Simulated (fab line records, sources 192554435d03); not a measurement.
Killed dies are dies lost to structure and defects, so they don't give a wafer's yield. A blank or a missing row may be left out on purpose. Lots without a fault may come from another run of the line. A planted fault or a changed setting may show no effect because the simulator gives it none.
A struck lot beside a sound one | flow n5_finfet | 15 steps out of a route of 1938
Sound: wafers L154.2, L154.4, L154.6. Struck: wafer L164.2. (L164.1, L164.6 of the same lot were not struck and are left out.) The cause comes at the end.
At each step with rows: each side's tool, then ch and its chambers, then its first start. Under that, the readings that differ: sound wafers | struck wafers | difference of the means | sigmas: that difference in standard deviations of wafers without a fault.
alike: readings whose means differ by less than 2 such deviations, and words and numbers that are the same on both sides. not compared: withheld readings, readings that some wafer has no value for, bounds like >300 that may hide the same value, and numbers for which the record gives no deviation and whose values overlap.
The two part at a step that has a row with sigmas, a row that says differs or no value, or rows on one side only. Numbers that don't overlap but have no deviation are shown without sigmas and don't part them. A reading that every wafer of one side lacks parts them only if that side has two wafers or more.

first, 5 steps without rows for these wafers: N5_SD_EPI_P_EBR_05; N5_SD_EPI_P_SOFTBAKE_04 (time 60 s); N5_SD_EPI_P_EXPOSE_06 (exposes mask SD P BLK, target cd 240 nm); N5_SD_EPI_P_PEB_07 (peb time 60 s); N5_SD_EPI_P_DEVELOP_08 (develop time 30 s).
N5_SD_EPI_P_CD_MEAS_09: target cd 240 nm.
  sound on cd_sem-01 ch 0, day 4 06:07; struck on cd_sem-02 ch 0, day 6 17:50
  alike: cd_nm
N5_SD_EPI_P_OVL_MEAS_10:
  sound on overlay-02 ch 0, day 4 06:09; struck on overlay-02 ch 0, day 6 17:52
  alike: SD_P_BLK_OVL
N5_SD_EPI_P_INSPECT_11: inspects for defects (macro).
  sound on defect_inspect-02, day 4 06:10; struck on defect_inspect-01, day 6 17:53
  alike: raw_defect_count
N5_SD_EPI_P_DESCUM_14: chemistry O2, time 7.9 s.
  sound on rie_diel-04 ch 0,1,2, day 4 06:23; struck on rie_diel-06 ch 1, day 6 17:56
  alike: drypump_motor_current_A, oes_product_au, rf_vpp_V, showerhead_plenum_p_Torr, throttle_valve_pct
  not compared: rf_hours_counter_h
N5_SD_EPI_P_ETCH_36: etches SiARC in CF4, target depth 45.5 nm, time 75.8 s.
  sound on rie_diel-04 ch 0,1,2, day 4 06:25; struck on rie_diel-06 ch 1, day 6 17:58
  reading               | sound          | struck | difference | sigmas
  etch_rf_on_time_s (s) | 78.2 81.1 78.7 | 72.7   | -6.6       | -3
  alike: drypump_motor_current_A, mfc_ar_sccm, oes_product_au, rf_vpp_V, showerhead_plenum_p_Torr, throttle_valve_pct
  not compared: rf_hours_counter_h
N5_SD_EPI_P_ETCH_37: etches SOC in N2/H2, overetch 108 nm, time 486 s.
  sound on rie_diel-04 ch 0,1,2, day 4 06:29; struck on rie_diel-06 ch 1, day 6 18:01
  alike: drypump_motor_current_A, oes_product_au, rf_vpp_V, showerhead_plenum_p_Torr, throttle_valve_pct
  not compared: rf_hours_counter_h
then, 1 step without rows for these wafers: N5_SD_EPI_P_STRIP_38 (strips in N2/H2).
N5_SD_EPI_P_ETCHBACK_46: etches SiNx in CH3F/O2, stops on SiO2, target depth 17.5 nm.
  sound on rie_diel-04 ch 0,1,2, day 4 06:49; struck on rie_diel-06 ch 1, day 6 18:20
  reading                                     | sound        | struck | difference | sigmas
  model.SiARC_of_SD_EPI_P_COAT_35.thk_nm (nm) | 15.8 16 15.6 | 15.2   | -0.6       |
  alike: drypump_motor_current_A, mfc_ar_sccm, oes_f_703_au, oes_product_au, rf_vpp_V, showerhead_plenum_p_Torr, throttle_valve_pct
  not compared: rf_hours_counter_h
N5_SD_EPI_P_ETCH_47: etches SiOCN in CH3F/O2, target depth 25 nm.
  sound on rie_diel-04 ch 0,1,2, day 4 06:55; struck on rie_diel-06 ch 1, day 6 18:26
  alike: drypump_motor_current_A, mfc_ar_sccm, oes_f_703_au, oes_product_au, rf_vpp_V, showerhead_plenum_p_Torr, throttle_valve_pct
  not compared: rf_hours_counter_h
-- the record jumps here: 5 days lie between the struck wafers' starts before and after (it left off in module SD_EPI_P and takes up again in module BEOL_M4, whose first step shown is number 1111 of the route) --
N5_BEOL_M4_RC_MEAS_101:
  sound on prober-02 ch 0, day 8 20:44; struck on prober-02 ch 0, day 11 18:54
  alike: DIBL_N, DIBL_P, IOFF_N, IOFF_P, ION_N, ION_P, SS_N, SS_P, VT_N, VT_P

WHERE THEY PART
Only at N5_SD_EPI_P_ETCH_36, within this record. Later steps at which nothing parts them and some readings are alike: N5_SD_EPI_P_ETCH_37, N5_SD_EPI_P_ETCHBACK_46, N5_SD_EPI_P_ETCH_47, N5_BEOL_M4_RC_MEAS_101.

WHY: what the simulator had put in
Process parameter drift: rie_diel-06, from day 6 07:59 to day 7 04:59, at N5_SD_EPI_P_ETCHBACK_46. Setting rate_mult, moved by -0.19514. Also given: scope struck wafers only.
